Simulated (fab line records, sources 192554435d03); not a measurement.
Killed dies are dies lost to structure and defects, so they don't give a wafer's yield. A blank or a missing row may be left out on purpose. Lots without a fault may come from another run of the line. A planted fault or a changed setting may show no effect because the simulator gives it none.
Chamber matching | flow n5_finfet | N5_BEOL_M10_CMP_52 on cmp-03: 4 sister chambers
The step polishes, stops on SiCOH lowk, t overpolish 7 s, target thk 140 nm. 16 wafers are shown with their chamber, then 8 later ones without.

WAFERS WITH THEIR CHAMBER
wafer  | chamber | motor_current_A (A) | time_to_endpoint_s (s) | barrier_field_endpoint_s (s)
L083.4 | 2       | 7.6                 | 62                     | 29.1
L083.5 | 3       | 5.7                 | 64                     | 28.5
L083.6 | 0       | 5.6                 | 72                     | 30.5
L088.1 | 2       | 7.6                 | 66                     | 27.8
L088.2 | 1       | 5.5                 | 76                     | 30.8
L088.3 | 3       | 5.5                 | 66                     | 28.4
L087.2 | 0       | 5.6                 | 77                     | 30.5
L087.3 | 1       | 5.8                 | 77                     | 31.2
L087.6 | 3       | 5.6                 | 68                     | 28.9
L089.2 | 3       | 5.7                 | 63                     | 28.4
L089.4 | 2       | 7.0                 | 64                     | 28.7
L089.6 | 0       | 5.4                 | 75                     | 30.5
L091.1 | 1       | 5.5                 | 78                     | 30.4
L091.2 | 2       | 7.4                 | 65                     | 29.0
L091.4 | 3       | 5.6                 | 65                     | 29.1
L095.1 | 3       | 5.7                 | 67                     | 28.6

SIGNATURES (means of the wafers above)
reading                  | chamber 0 | chamber 1 | chamber 2 | chamber 3 | scatter within a chamber
motor_current_A          | 5.533     | 5.600     | 7.400     | 5.633     | 0.173
time_to_endpoint_s       | 74.67     | 77.00     | 64.25     | 65.50     | 1.85
barrier_field_endpoint_s | 30.500    | 30.800    | 28.650    | 28.650    | 0.386
Rule: a wafer's distance from a chamber is the root of the sum, over the readings, of the square of ((its reading less the chamber's mean) divided by the reading's scatter). The wafer belongs to the nearest chamber; if the next one is less than 2 further off, it can't be placed. The scatter: the root of (the sum of the squares of (reading less its chamber's mean) over the shown wafers, divided by (wafers less chambers)).

WAFERS WITHOUT THEIR CHAMBER
wafer  | motor_current_A (A) | time_to_endpoint_s (s) | barrier_field_endpoint_s (s)
L095.2 | 5.6                 | 74                     | 29.8
L095.4 | 5.5                 | 77                     | 31.4
L094.2 | 5.4                 | 77                     | 31.3
L094.3 | 5.7                 | 79                     | 31.0
L094.5 | 7.4                 | 63                     | 28.2
L097.2 | 5.4                 | 77                     | 30.1
L097.4 | 6.0                 | 67                     | 28.2
L097.5 | 7.0                 | 62                     | 28.2

WHICH CHAMBER EACH WENT THROUGH
wafer  | from the rows above     | in truth
L095.2 | can't be placed: 0 or 1 | 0
L095.4 | can't be placed: 1 or 0 | 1
L094.2 | can't be placed: 1 or 0 | 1
L094.3 | can't be placed: 1 or 0 | 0
L094.5 | 2                       | 2
L097.2 | can't be placed: 0 or 1 | 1
L097.4 | 3                       | 3
L097.5 | 2                       | 2
Placed correctly: 3 of 8. Can't be placed from these rows: 5 (the true chamber is among the candidates in 5). Placed wrongly: 0.
